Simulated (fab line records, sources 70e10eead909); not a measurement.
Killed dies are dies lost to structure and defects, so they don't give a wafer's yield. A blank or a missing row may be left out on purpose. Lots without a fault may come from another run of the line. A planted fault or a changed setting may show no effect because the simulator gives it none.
Which tool did it? | flow nand_harc | 6 lots, 18 wafers sampled, at 5 steps of a route of 1302

WHAT THE GAUGES READ, wafer by wafer
NHARC_END_SORT_01.
lot  | measured     | on        | killed_at_periphery
L921 | day 25 10:07 | prober-02 | 7 2 1
L925 | day 32 01:29 | prober-02 | 0 5 4
L926 | day 32 15:30 | prober-01 | 22 24 26

WHICH TOOL RAN EACH LOT (tool, then ch and the chambers of the sampled wafers, then the start)
lot  | NHARC_P_CONTACT_ETCH_31                       | NHARC_P_CONTACT_STRIP_28           | NHARC_P_CONTACT_DEGAS_38     | NHARC_P_CONTACT_PRE_CLEAN_39
L917 | rie_diel-01 ch 1,2,3, day 5 20:43 or earlier  | rie_diel-02 ch 2,3, day 5 20:43    | pvd_sputter-02, day 5 21:26  | pvd_sputter-02, day 5 21:31
L921 | rie_diel-02 ch 1,3, day 7 10:31 or earlier    | rie_diel-01 ch 0,2,3, day 7 10:31  | pvd_sputter-01, day 7 11:10  | pvd_sputter-01, day 7 11:13
L925 | rie_diel-11 ch 1,2,3, day 8 21:13 or earlier  | rie_diel-01 ch 0,2,3, day 8 21:13  | pvd_sputter-03, day 8 21:52  | pvd_sputter-02, day 8 21:58
L926 | rie_diel-01 ch 0,1, day 9 13:30 or earlier    | rie_diel-01 ch 2,3, day 9 13:30    | pvd_sputter-02, day 9 14:08  | pvd_sputter-02, day 9 14:12
L935 | rie_diel-02 ch 0,1,2, day 13 09:39 or earlier | rie_diel-01 ch 0,1, day 13 09:39   | pvd_sputter-02, day 13 10:18 | pvd_sputter-02, day 13 10:22
L937 | rie_diel-11 ch 0,1,3, day 14 02:20 or earlier | rie_diel-02 ch 0,1,2, day 14 02:20 | pvd_sputter-02, day 14 02:59 | pvd_sputter-02, day 14 03:02
- NHARC_P_CONTACT_ETCH_31: etches the open film in CH3F/O2, target depth 30 nm, time 85.7 s.
- NHARC_P_CONTACT_STRIP_28: strips in O2.
- NHARC_P_CONTACT_DEGAS_38: time 60 s.
- NHARC_P_CONTACT_PRE_CLEAN_39: time 19.5 s.

THE ANSWER, worked out from the rows above alone
Rule: what is usual is taken from the lots themselves. Put in order of their means at a reading, lots are off if they are a third of the lots or fewer, leave a main group of 4 or more, and stand apart from it by a gap of 3 or more times the standard deviation of the main group's means; of several such gaps the widest counts. A main group whose means are all the same, to the digits that the tables above print for the reading, isn't used. A lot without any number at a reading at which 4 lots or more have one is off too. The other lots that the step has rows for count as sound.
No lot is off at any reading shown: from this, nothing can be told.

WHAT THE SIMULATOR HAD PUT IN
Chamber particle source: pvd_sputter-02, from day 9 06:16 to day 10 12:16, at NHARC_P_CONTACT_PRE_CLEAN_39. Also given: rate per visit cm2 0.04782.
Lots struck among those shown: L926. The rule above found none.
